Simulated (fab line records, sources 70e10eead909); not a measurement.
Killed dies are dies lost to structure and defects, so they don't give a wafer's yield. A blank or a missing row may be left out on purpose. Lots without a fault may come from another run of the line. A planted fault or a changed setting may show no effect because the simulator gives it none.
Which tool did it? | flow nand_harc | 24 lots, 72 wafers sampled, at 1 step of a route of 1302

WHAT THE GAUGES READ, wafer by wafer
NHARC_A_ONON_D2_THK_MEAS_24: measures by ellipsometry.
lot  | measured     | on            | thk_nm (nm)
L074 | day 13 06:13 | film_metro-01 | 1012 1017 1016
L075 | day 13 06:15 | film_metro-02 | 996 997 996
L076 | day 14 01:16 | film_metro-01 | 1025 1026 1025
L078 | day 14 16:25 | film_metro-02 | 1005 1004 1006
L077 | day 14 16:26 | film_metro-01 | 1010 1007 1008
L080 | day 15 13:01 | film_metro-01 | 996 994 996
L079 | day 15 13:01 | film_metro-02 | 1006 1005 1007
L081 | day 15 21:17 | film_metro-02 | 993 994 994
L082 | day 16 12:09 | film_metro-01 | 991 991 990
L083 | day 17 02:47 | film_metro-01 | 1003 1002 1004
L086 | day 17 02:48 | film_metro-01 | 1003 1003 1003
L085 | day 17 07:07 | film_metro-02 | 991 992 991
L084 | day 17 07:08 | film_metro-01 | 1010 1011 1011
L087 | day 18 03:37 | film_metro-01 | 987 987 988
L088 | day 18 22:24 | film_metro-01 | 1001 1001 1000
L089 | day 18 22:25 | film_metro-02 | 988 988 988
L090 | day 19 12:26 | film_metro-02 | 1020 1020 1019
L091 | day 20 03:42 | film_metro-02 | 1007 1008 1006
L092 | day 20 03:42 | film_metro-01 | 985 985 985
L093 | day 20 17:42 | film_metro-01 | 982 981 982
L094 | day 21 16:13 | film_metro-02 | 1018 1019 1019
L095 | day 21 16:14 | film_metro-01 | 1004 1004 1004
L096 | day 21 23:05 | film_metro-02 | 999 995 995
L097 | day 22 14:04 | film_metro-01 | 983 984 984

WHICH TOOL RAN EACH LOT (tool, then ch and the chambers of the sampled wafers, then the start)
The record holds no process step before these readings.

WHAT THE TOOLS THEMSELVES READ (means of the sampled wafers that have a number; where no wafer has one, the mark that the record gives instead)
The record holds no such reading with a usual standard deviation.

THE ANSWER, worked out from the rows above alone
Rule: what is usual is taken from the lots themselves. Put in order of their means at a reading, lots are off if they are a third of the lots or fewer, leave a main group of 4 or more, and stand apart from it by a gap of 3 or more times the standard deviation of the main group's means; of several such gaps the widest counts. A main group whose means are all the same, to the digits that the tables above print for the reading, isn't used. A lot without any number at a reading at which 4 lots or more have one is off too. The other lots that the step has rows for count as sound. The gauges are gone through in route order, then the tools' own readings, and for those a lot's mean is taken as printed above. The first step at which some lot is off is used, and at that step the reading that is off furthest; a lot without a number counts as furthest.
No lot is off at any reading shown: from this, nothing can be told.

WHAT THE SIMULATOR HAD PUT IN
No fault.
